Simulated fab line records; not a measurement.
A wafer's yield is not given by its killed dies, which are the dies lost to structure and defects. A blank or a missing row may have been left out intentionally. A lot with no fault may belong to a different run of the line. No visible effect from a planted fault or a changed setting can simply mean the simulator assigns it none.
Which tool is to blame? || flow n5_finfet || Sampling: 12 lots, 30 wafers, 6 of 1938 route steps

## WHAT EACH GAUGE READ, for each wafer
N5_BEOL_M4_RC_MEAS_101. Usual: DIBL_N 36.1 mV/V, standard deviation 2; DIBL_P 36.3 mV/V, standard deviation 2.5; IOFF_N 0.16 nA/um, standard deviation 0.037; IOFF_P 0.21 nA/um, standard deviation 0.039; ION_N 678 uA/um, standard deviation 15; ION_P 465 uA/um, standard deviation 8.7; SS_N 71.4 mV/dec, standard deviation 0.7; SS_P 73.3 mV/dec, standard deviation 0.74; VT_N 249 mV, standard deviation 3.6; VT_P -250.0 mV, standard deviation 2.9.
{"lot": "L653", "measured": "day 7 18:09", "on": "prober-01", "DIBL_N (mV/V)": "35.5 33.2", "DIBL_P (mV/V)": "36.4 33.5", "IOFF_N (nA/um)": "0.16 0.11", "IOFF_P (nA/um)": "0.26 0.20", "ION_N (uA/um)": "669 649", "ION_P (uA/um)": "475 462", "SS_N (mV/dec)": "72.2 71.1", "SS_P (mV/dec)": "73.6 72.7", "VT_N (mV)": "251 257", "VT_P (mV)": "-243.3 -247.6", "flag": ""}
{"lot": "L654", "measured": "day 8 10:25", "on": "prober-02", "DIBL_N (mV/V)": "38.3 35.3 35.2", "DIBL_P (mV/V)": "39.1 35.5 36.0", "IOFF_N (nA/um)": "0.24 0.16 0.16", "IOFF_P (nA/um)": "0.29 0.22 0.23", "ION_N (uA/um)": "711 670 671", "ION_P (uA/um)": "482 465 465", "SS_N (mV/dec)": "71.9 71.7 71.8", "SS_P (mV/dec)": "73.6 71.8 72.8", "VT_N (mV)": "241 249 245", "VT_P (mV)": "-245.8 -248.4 -249.0", "flag": ""}
{"lot": "L655", "measured": "day 8 23:31", "on": "prober-01", "DIBL_N (mV/V)": "35.7 37.6", "DIBL_P (mV/V)": "35.4 37.8", "IOFF_N (nA/um)": "0.14 0.18", "IOFF_P (nA/um)": "0.17 0.22", "ION_N (uA/um)": "675 674", "ION_P (uA/um)": "457 460", "SS_N (mV/dec)": "70.6 72.1", "SS_P (mV/dec)": "73.0 74.7", "VT_N (mV)": "254 249", "VT_P (mV)": "-255.2 -249.7", "flag": ""}
{"lot": "L656", "measured": "day 8 13:13", "on": "prober-02", "DIBL_N (mV/V)": "33.3 36.9 33.6", "DIBL_P (mV/V)": "30.4 35.9 30.2", "IOFF_N (nA/um)": "0.09 0.14 0.09", "IOFF_P (nA/um)": "0.15 0.21 0.14", "ION_N (uA/um)": "643 684 642", "ION_P (uA/um)": "452 470 443", "SS_N (mV/dec)": "70.6 71.0 70.6", "SS_P (mV/dec)": "72.3 72.7 71.8", "VT_N (mV)": "257 250 258", "VT_P (mV)": "-252.8 -250.1 -255.9", "flag": ""}
{"lot": "L658", "measured": "day 9 06:07", "on": "prober-02", "DIBL_N (mV/V)": "36.2 34.6 37.3", "DIBL_P (mV/V)": "37.4 35.8 39.0", "IOFF_N (nA/um)": "0.16 0.13 0.19", "IOFF_P (nA/um)": "0.21 0.18 0.23", "ION_N (uA/um)": "679 671 688", "ION_P (uA/um)": "463 466 467", "SS_N (mV/dec)": "71.7 71.1 72.2", "SS_P (mV/dec)": "73.2 72.5 74.0", "VT_N (mV)": "249 256 250", "VT_P (mV)": "-253.5 -253.8 -251.7", "flag": ""}
{"lot": "L660", "measured": "day 9 07:47", "on": "prober-02", "DIBL_N (mV/V)": "32.3 34.5 37.8", "DIBL_P (mV/V)": "30.4 33.9 38.5", "IOFF_N (nA/um)": "0.09 0.12 0.17", "IOFF_P (nA/um)": "0.14 0.18 0.25", "ION_N (uA/um)": "653 666 672", "ION_P (uA/um)": "459 465 467", "SS_N (mV/dec)": "70.1 71.4 71.9", "SS_P (mV/dec)": "71.2 73.0 73.8", "VT_N (mV)": "257 251 248", "VT_P (mV)": "-253.7 -250.1 -247.8", "flag": ""}
{"lot": "L668", "measured": "day 12 21:02", "on": "prober-02", "DIBL_N (mV/V)": "38.7 37.1 38.4", "DIBL_P (mV/V)": "38.7 37.5 39.5", "IOFF_N (nA/um)": "0.22 0.20 0.22", "IOFF_P (nA/um)": "0.25 0.23 0.27", "ION_N (uA/um)": "690 690 697", "ION_P (uA/um)": "463 469 469", "SS_N (mV/dec)": "72.0 71.7 72.0", "SS_P (mV/dec)": "74.1 72.8 74.3", "VT_N (mV)": "246 246 242", "VT_P (mV)": "-247.5 -248.3 -247.3", "flag": ""}
{"lot": "L672", "measured": "day 13 20:16", "on": "prober-02", "DIBL_N (mV/V)": "34.5 34.3", "DIBL_P (mV/V)": "35.3 35.2", "IOFF_N (nA/um)": "0.15 0.13", "IOFF_P (nA/um)": "0.20 0.19", "ION_N (uA/um)": "690 660", "ION_P (uA/um)": "476 453", "SS_N (mV/dec)": "71.0 70.8", "SS_P (mV/dec)": "72.5 72.5", "VT_N (mV)": "249 252", "VT_P (mV)": "-250.5 -249.1", "flag": ""}
{"lot": "L673", "measured": "day 14 06:56", "on": "prober-02", "DIBL_N (mV/V)": "35.6 33.9", "DIBL_P (mV/V)": "35.0 33.2", "IOFF_N (nA/um)": "0.15 0.13", "IOFF_P (nA/um)": "0.20 0.20", "ION_N (uA/um)": "675 679", "ION_P (uA/um)": "466 471", "SS_N (mV/dec)": "71.8 70.7", "SS_P (mV/dec)": "73.3 73.0", "VT_N (mV)": "250 252", "VT_P (mV)": "-247.7 -248.3", "flag": ""}
{"lot": "L674", "measured": "day 13 18:13", "on": "prober-02", "DIBL_N (mV/V)": "38.5 35.2", "DIBL_P (mV/V)": "39.9 34.9", "IOFF_N (nA/um)": "0.21 0.15", "IOFF_P (nA/um)": "0.22 0.16", "ION_N (uA/um)": "685 671", "ION_P (uA/um)": "455 451", "SS_N (mV/dec)": "72.0 70.6", "SS_P (mV/dec)": "74.3 72.9", "VT_N (mV)": "248 252", "VT_P (mV)": "-252.6 -256.1", "flag": ""}
{"lot": "L675", "measured": "day 14 13:26", "on": "prober-01", "DIBL_N (mV/V)": "39.8 36.3 37.8", "DIBL_P (mV/V)": "41.0 37.9 38.1", "IOFF_N (nA/um)": "0.25 0.17 0.21", "IOFF_P (nA/um)": "0.31 0.25 0.24", "ION_N (uA/um)": "702 687 689", "ION_P (uA/um)": "476 474 460", "SS_N (mV/dec)": "72.3 71.1 72.4", "SS_P (mV/dec)": "74.4 74.2 74.1", "VT_N (mV)": "242 246 244", "VT_P (mV)": "-245.9 -244.9 -248.1", "flag": ""}
{"lot": "L676", "measured": "day 14 01:16", "on": "prober-02", "DIBL_N (mV/V)": "34.2 36.9", "DIBL_P (mV/V)": "34.1 37.5", "IOFF_N (nA/um)": "0.13 0.16", "IOFF_P (nA/um)": "0.18 0.23", "ION_N (uA/um)": "676 672", "ION_P (uA/um)": "466 468", "SS_N (mV/dec)": "70.1 71.6", "SS_P (mV/dec)": "73.3 74.1", "VT_N (mV)": "251 251", "VT_P (mV)": "-251.3 -249.1", "flag": ""}

## TOOL THAT RAN EACH LOT (tool first, then ch and the chambers of the sampled wafers, then the start)
{"lot": "L653", "N5_BEOL_M0_SPUTTER_132": "pvd_sputter-02, day 6 01:24", "N5_BEOL_M0_ANNEAL_133": "pvd_sputter-02, day 6 01:29", "N5_BEOL_M0_SPUTTER_141": "pvd_sputter-02, day 6 01:38", "N5_BEOL_M0_ECD_118": "ecd_cu-01 ch 0,1, day 6 01:47", "N5_BEOL_M0_CMP_120": "cmp-02 ch 0, day 6 02:17"}
{"lot": "L654", "N5_BEOL_M0_SPUTTER_132": "pvd_sputter-01, day 6 12:31", "N5_BEOL_M0_ANNEAL_133": "pvd_sputter-01, day 6 12:36", "N5_BEOL_M0_SPUTTER_141": "pvd_sputter-01, day 6 12:46", "N5_BEOL_M0_ECD_118": "ecd_cu-02 ch 0,1, day 6 12:52", "N5_BEOL_M0_CMP_120": "cmp-03 ch 0,1,2, day 6 13:15"}
{"lot": "L655", "N5_BEOL_M0_SPUTTER_132": "pvd_sputter-03, day 6 12:43", "N5_BEOL_M0_ANNEAL_133": "pvd_sputter-03, day 6 12:48", "N5_BEOL_M0_SPUTTER_141": "pvd_sputter-03, day 6 12:58", "N5_BEOL_M0_ECD_118": "ecd_cu-02 ch 0,1, day 6 13:05", "N5_BEOL_M0_CMP_120": "cmp-02 ch 0,3, day 6 13:33"}
{"lot": "L656", "N5_BEOL_M0_SPUTTER_132": "pvd_sputter-01, day 6 14:34", "N5_BEOL_M0_ANNEAL_133": "pvd_sputter-01, day 6 14:39", "N5_BEOL_M0_SPUTTER_141": "pvd_sputter-01, day 6 14:49", "N5_BEOL_M0_ECD_118": "ecd_cu-01 ch 0,1, day 6 14:56", "N5_BEOL_M0_CMP_120": "cmp-02 ch 0,1,3, day 6 15:44"}
{"lot": "L658", "N5_BEOL_M0_SPUTTER_132": "pvd_sputter-01, day 7 00:08", "N5_BEOL_M0_ANNEAL_133": "pvd_sputter-01, day 7 00:13", "N5_BEOL_M0_SPUTTER_141": "pvd_sputter-01, day 7 00:22", "N5_BEOL_M0_ECD_118": "ecd_cu-01 ch 0,1, day 7 00:30", "N5_BEOL_M0_CMP_120": "cmp-01 ch 0,2, day 7 00:52"}
{"lot": "L660", "N5_BEOL_M0_SPUTTER_132": "pvd_sputter-02, day 7 16:31", "N5_BEOL_M0_ANNEAL_133": "pvd_sputter-02, day 7 16:35", "N5_BEOL_M0_SPUTTER_141": "pvd_sputter-02, day 7 16:45", "N5_BEOL_M0_ECD_118": "ecd_cu-02 ch 0, day 7 16:52", "N5_BEOL_M0_CMP_120": "cmp-01 ch 0,2, day 7 17:21"}
{"lot": "L668", "N5_BEOL_M0_SPUTTER_132": "pvd_sputter-01, day 10 00:20", "N5_BEOL_M0_ANNEAL_133": "pvd_sputter-01, day 10 00:25", "N5_BEOL_M0_SPUTTER_141": "pvd_sputter-01, day 10 00:35", "N5_BEOL_M0_ECD_118": "ecd_cu-02 ch 0,1, day 10 00:42", "N5_BEOL_M0_CMP_120": "cmp-01 ch 0,2,3, day 10 02:04"}
{"lot": "L672", "N5_BEOL_M0_SPUTTER_132": "pvd_sputter-03, day 10 22:11", "N5_BEOL_M0_ANNEAL_133": "pvd_sputter-03, day 10 22:16", "N5_BEOL_M0_SPUTTER_141": "pvd_sputter-03, day 10 22:25", "N5_BEOL_M0_ECD_118": "ecd_cu-02 ch 1, day 10 22:32", "N5_BEOL_M0_CMP_120": "cmp-03 ch 1,2, day 10 22:57"}
{"lot": "L673", "N5_BEOL_M0_SPUTTER_132": "pvd_sputter-02, day 11 10:05", "N5_BEOL_M0_ANNEAL_133": "pvd_sputter-02, day 11 10:10", "N5_BEOL_M0_SPUTTER_141": "pvd_sputter-02, day 11 10:20", "N5_BEOL_M0_ECD_118": "ecd_cu-02 ch 0, day 11 10:28", "N5_BEOL_M0_CMP_120": "cmp-03 ch 1,3, day 11 10:56"}
{"lot": "L674", "N5_BEOL_M0_SPUTTER_132": "pvd_sputter-03, day 11 10:29", "N5_BEOL_M0_ANNEAL_133": "pvd_sputter-03, day 11 10:34", "N5_BEOL_M0_SPUTTER_141": "pvd_sputter-03, day 11 10:43", "N5_BEOL_M0_ECD_118": "ecd_cu-01 ch 0, day 11 10:50", "N5_BEOL_M0_CMP_120": "cmp-02 ch 1,2, day 11 11:13"}
{"lot": "L675", "N5_BEOL_M0_SPUTTER_132": "pvd_sputter-01, day 11 19:13", "N5_BEOL_M0_ANNEAL_133": "pvd_sputter-01, day 11 19:18", "N5_BEOL_M0_SPUTTER_141": "pvd_sputter-01, day 11 19:28", "N5_BEOL_M0_ECD_118": "ecd_cu-02 ch 0,1, day 11 19:35", "N5_BEOL_M0_CMP_120": "cmp-01 ch 0,1,3, day 11 20:01"}
{"lot": "L676", "N5_BEOL_M0_SPUTTER_132": "pvd_sputter-03, day 11 19:24", "N5_BEOL_M0_ANNEAL_133": "pvd_sputter-03, day 11 19:29", "N5_BEOL_M0_SPUTTER_141": "pvd_sputter-03, day 11 19:38", "N5_BEOL_M0_ECD_118": "ecd_cu-01 ch 0, day 11 19:45", "N5_BEOL_M0_CMP_120": "cmp-02 ch 0,2, day 11 20:16"}
- N5_BEOL_M0_SPUTTER_132: material Cu, target thk 4 nm, time 7.37 s.
- N5_BEOL_M0_ANNEAL_133: time 60 s.
- N5_BEOL_M0_SPUTTER_141: material Cu, target thk 4 nm, time 7.37 s.
- N5_BEOL_M0_ECD_118: material Cu, target thk 300 nm.
- N5_BEOL_M0_CMP_120: polishes, stops on SiOC, t overpolish 6.9 s.

## AS READ BY THE TOOLS THEMSELVES (means over the sampled wafers that have a number; for cases with no such wafer, the mark the record gives instead)
N5_BEOL_M0_SPUTTER_132. Usual: throttle_valve_pct at 30.2 %, with a standard deviation of 0.96.
{"lot": "L653", "tool": "pvd_sputter-02", "throttle_valve_pct (%)": 29.8, "flag": ""}
{"lot": "L654", "tool": "pvd_sputter-01", "throttle_valve_pct (%)": 30.2, "flag": ""}
{"lot": "L655", "tool": "pvd_sputter-03", "throttle_valve_pct (%)": 29.4, "flag": ""}
{"lot": "L656", "tool": "pvd_sputter-01", "throttle_valve_pct (%)": 29.7, "flag": ""}
{"lot": "L658", "tool": "pvd_sputter-01", "throttle_valve_pct (%)": 30.7, "flag": ""}
{"lot": "L660", "tool": "pvd_sputter-02", "throttle_valve_pct (%)": 29.8, "flag": ""}
{"lot": "L668", "tool": "pvd_sputter-01", "throttle_valve_pct (%)": 29.7, "flag": ""}
{"lot": "L672", "tool": "pvd_sputter-03", "throttle_valve_pct (%)": 31.4, "flag": ""}
{"lot": "L673", "tool": "pvd_sputter-02", "throttle_valve_pct (%)": 30.0, "flag": ""}
{"lot": "L674", "tool": "pvd_sputter-03", "throttle_valve_pct (%)": 30.2, "flag": ""}
{"lot": "L675", "tool": "pvd_sputter-01", "throttle_valve_pct (%)": 30.3, "flag": ""}
{"lot": "L676", "tool": "pvd_sputter-03", "throttle_valve_pct (%)": 30.6, "flag": ""}

N5_BEOL_M0_ANNEAL_133. Usual: heater_power_w at 816 W, with a standard deviation of 58.
{"lot": "L653", "tool": "pvd_sputter-02", "heater_power_w (W)": 832, "flag": ""}
{"lot": "L654", "tool": "pvd_sputter-01", "heater_power_w (W)": 780, "flag": ""}
{"lot": "L655", "tool": "pvd_sputter-03", "heater_power_w (W)": 868, "flag": ""}
{"lot": "L656", "tool": "pvd_sputter-01", "heater_power_w (W)": 768, "flag": ""}
{"lot": "L658", "tool": "pvd_sputter-01", "heater_power_w (W)": 778, "flag": ""}
{"lot": "L660", "tool": "pvd_sputter-02", "heater_power_w (W)": 851, "flag": ""}
{"lot": "L668", "tool": "pvd_sputter-01", "heater_power_w (W)": 772, "flag": ""}
{"lot": "L672", "tool": "pvd_sputter-03", "heater_power_w (W)": 783, "flag": ""}
{"lot": "L673", "tool": "pvd_sputter-02", "heater_power_w (W)": 942, "flag": ""}
{"lot": "L674", "tool": "pvd_sputter-03", "heater_power_w (W)": 838, "flag": ""}
{"lot": "L675", "tool": "pvd_sputter-01", "heater_power_w (W)": 780, "flag": ""}
{"lot": "L676", "tool": "pvd_sputter-03", "heater_power_w (W)": 846, "flag": ""}

N5_BEOL_M0_SPUTTER_141. Usual: throttle_valve_pct at 30.2 %, with a standard deviation of 0.94.
{"lot": "L653", "tool": "pvd_sputter-02", "throttle_valve_pct (%)": 29.9, "flag": ""}
{"lot": "L654", "tool": "pvd_sputter-01", "throttle_valve_pct (%)": 30.4, "flag": ""}
{"lot": "L655", "tool": "pvd_sputter-03", "throttle_valve_pct (%)": 29.3, "flag": ""}
{"lot": "L656", "tool": "pvd_sputter-01", "throttle_valve_pct (%)": 29.7, "flag": ""}
{"lot": "L658", "tool": "pvd_sputter-01", "throttle_valve_pct (%)": 30.8, "flag": ""}
{"lot": "L660", "tool": "pvd_sputter-02", "throttle_valve_pct (%)": 29.8, "flag": ""}
{"lot": "L668", "tool": "pvd_sputter-01", "throttle_valve_pct (%)": 29.9, "flag": ""}
{"lot": "L672", "tool": "pvd_sputter-03", "throttle_valve_pct (%)": 31.4, "flag": ""}
{"lot": "L673", "tool": "pvd_sputter-02", "throttle_valve_pct (%)": 29.9, "flag": ""}
{"lot": "L674", "tool": "pvd_sputter-03", "throttle_valve_pct (%)": 30.2, "flag": ""}
{"lot": "L675", "tool": "pvd_sputter-01", "throttle_valve_pct (%)": 30.2, "flag": ""}
{"lot": "L676", "tool": "pvd_sputter-03", "throttle_valve_pct (%)": 30.4, "flag": ""}

N5_BEOL_M0_CMP_120. Usual: clearing_platen_rpm 50.004 rpm, standard deviation 0.026; motor_current_A 6.0 A, standard deviation 0.61; slurry_flow_ml_min 150.0, standard deviation 0.5; time_to_endpoint_s 63 s, standard deviation 4.7.
{"lot": "L653", "tool": "cmp-02", "clearing_platen_rpm (rpm)": 50.017, "motor_current_A (A)": 5.8, "slurry_flow_ml_min": 151.1, "time_to_endpoint_s (s)": 68, "flag": ""}
{"lot": "L654", "tool": "cmp-03", "clearing_platen_rpm (rpm)": 50.039, "motor_current_A (A)": 6.2, "slurry_flow_ml_min": 149.9, "time_to_endpoint_s (s)": 68, "flag": ""}
{"lot": "L655", "tool": "cmp-02", "clearing_platen_rpm (rpm)": 50.016, "motor_current_A (A)": 6.2, "slurry_flow_ml_min": 149.4, "time_to_endpoint_s (s)": 66, "flag": ""}
{"lot": "L656", "tool": "cmp-02", "clearing_platen_rpm (rpm)": 50.011, "motor_current_A (A)": 6.1, "slurry_flow_ml_min": 149.9, "time_to_endpoint_s (s)": 68, "flag": ""}
{"lot": "L658", "tool": "cmp-01", "clearing_platen_rpm (rpm)": 49.996, "motor_current_A (A)": 5.8, "slurry_flow_ml_min": 150.0, "time_to_endpoint_s (s)": 70, "flag": ""}
{"lot": "L660", "tool": "cmp-01", "clearing_platen_rpm (rpm)": 49.999, "motor_current_A (A)": 5.8, "slurry_flow_ml_min": 149.5, "time_to_endpoint_s (s)": 61, "flag": ""}
{"lot": "L668", "tool": "cmp-01", "clearing_platen_rpm (rpm)": 50.019, "motor_current_A (A)": 5.5, "slurry_flow_ml_min": 150.2, "time_to_endpoint_s (s)": 61, "flag": ""}
{"lot": "L672", "tool": "cmp-03", "clearing_platen_rpm (rpm)": 50.005, "motor_current_A (A)": 6.6, "slurry_flow_ml_min": 150.3, "time_to_endpoint_s (s)": 68, "flag": ""}
{"lot": "L673", "tool": "cmp-03", "clearing_platen_rpm (rpm)": 50.023, "motor_current_A (A)": 5.8, "slurry_flow_ml_min": 150.4, "time_to_endpoint_s (s)": 61, "flag": ""}
{"lot": "L674", "tool": "cmp-02", "clearing_platen_rpm (rpm)": 49.998, "motor_current_A (A)": 6.0, "slurry_flow_ml_min": 150.2, "time_to_endpoint_s (s)": 58, "flag": ""}
{"lot": "L675", "tool": "cmp-01", "clearing_platen_rpm (rpm)": 50.003, "motor_current_A (A)": 5.8, "slurry_flow_ml_min": 149.6, "time_to_endpoint_s (s)": 58, "flag": ""}
{"lot": "L676", "tool": "cmp-02", "clearing_platen_rpm (rpm)": 50.004, "motor_current_A (A)": 5.9, "slurry_flow_ml_min": 149.8, "time_to_endpoint_s (s)": 64, "flag": ""}

## THE ANSWER, worked out from the rows above alone
Rule: take the mean of a lot's wafers that have a number; if it is more than 3 standard deviations from the usual mean, the lot is off. A lot without any number at a reading at which 4 lots or more have one is off too. The other lots that the step has rows for count as sound. First the gauges in route order, then the tools' own readings, where a lot's mean is used as printed above. The first step at which some lot is off is used, and at that step the reading that is off furthest; a lot without a number counts as furthest.
No lot is off on any of the readings shown, so nothing can be concluded from this.

## WHAT THE SIMULATOR HAD PUT IN
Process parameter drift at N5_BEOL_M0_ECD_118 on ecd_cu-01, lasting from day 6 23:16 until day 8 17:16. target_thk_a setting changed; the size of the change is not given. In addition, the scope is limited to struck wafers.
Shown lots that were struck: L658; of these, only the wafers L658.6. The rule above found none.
